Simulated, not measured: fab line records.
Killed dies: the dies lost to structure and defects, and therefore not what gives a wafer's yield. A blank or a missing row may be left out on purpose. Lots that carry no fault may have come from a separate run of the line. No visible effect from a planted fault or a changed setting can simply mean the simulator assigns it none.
Chamber matching / flow nand_harc / rie_diel-11 running NHARC_A_CHANNEL_HOLE_D1_ETCH_44: 4 sister chambers
The step etches the open film in CF4/O2, target depth 140 nm, overetch 14 nm, time 77 s. 8 wafers are shown with their chamber, then 7 later ones without.

WAFERS WITH THEIR CHAMBER
wafer=L174.3; chamber=1; drypump_motor_current_A (A)=5.5; showerhead_plenum_p_Torr (Torr)=1.25
wafer=L174.6; chamber=3; drypump_motor_current_A (A)=6.4; showerhead_plenum_p_Torr (Torr)=1.30
wafer=L176.1; chamber=0; drypump_motor_current_A (A)=5.3; showerhead_plenum_p_Torr (Torr)=1.37
wafer=L176.3; chamber=1; drypump_motor_current_A (A)=5.5; showerhead_plenum_p_Torr (Torr)=1.25
wafer=L188.2; chamber=0; drypump_motor_current_A (A)=5.4; showerhead_plenum_p_Torr (Torr)=1.36
wafer=L188.3; chamber=3; drypump_motor_current_A (A)=6.4; showerhead_plenum_p_Torr (Torr)=1.30
wafer=L190.2; chamber=2; drypump_motor_current_A (A)=4.8; showerhead_plenum_p_Torr (Torr)=1.34
wafer=L190.5; chamber=2; drypump_motor_current_A (A)=4.8; showerhead_plenum_p_Torr (Torr)=1.34

WAFERS WITHOUT THEIR CHAMBER
wafer=L190.6; drypump_motor_current_A (A)=5.5; showerhead_plenum_p_Torr (Torr)=1.25
wafer=L191.2; drypump_motor_current_A (A)=6.4; showerhead_plenum_p_Torr (Torr)=1.30
wafer=L191.4; drypump_motor_current_A (A)=4.8; showerhead_plenum_p_Torr (Torr)=1.34
wafer=L191.5; drypump_motor_current_A (A)=5.5; showerhead_plenum_p_Torr (Torr)=1.25
wafer=L193.2; drypump_motor_current_A (A)=5.3; showerhead_plenum_p_Torr (Torr)=1.36
wafer=L193.4; drypump_motor_current_A (A)=5.5; showerhead_plenum_p_Torr (Torr)=1.25
wafer=L193.6; drypump_motor_current_A (A)=5.3; showerhead_plenum_p_Torr (Torr)=1.36

WHICH CHAMBER EACH ONE RAN IN
wafer=L190.6; from the rows above=1; in truth=1
wafer=L191.2; from the rows above=3; in truth=3
wafer=L191.4; from the rows above=2; in truth=2
wafer=L191.5; from the rows above=1; in truth=1
wafer=L193.2; from the rows above=0; in truth=0
wafer=L193.4; from the rows above=1; in truth=1
wafer=L193.6; from the rows above=0; in truth=0
Correctly placed: 7 of 7. Not placeable from these rows: 0. 0 placed wrongly.
How it was worked out, from the rows above alone: a wafer's distance from a chamber is the root of the sum, over the readings, of the square of ((its reading less the chamber's mean) divided by the reading's scatter). If the next closest chamber is less than 2 further off than the closest, the wafer can't be placed; otherwise it belongs to the closest. A chamber's mean is the mean of its shown wafers. The scatter: take each reading less its chamber's mean, square it, sum over the shown wafers, divide by the number of wafers less the number of chambers, and take the root.
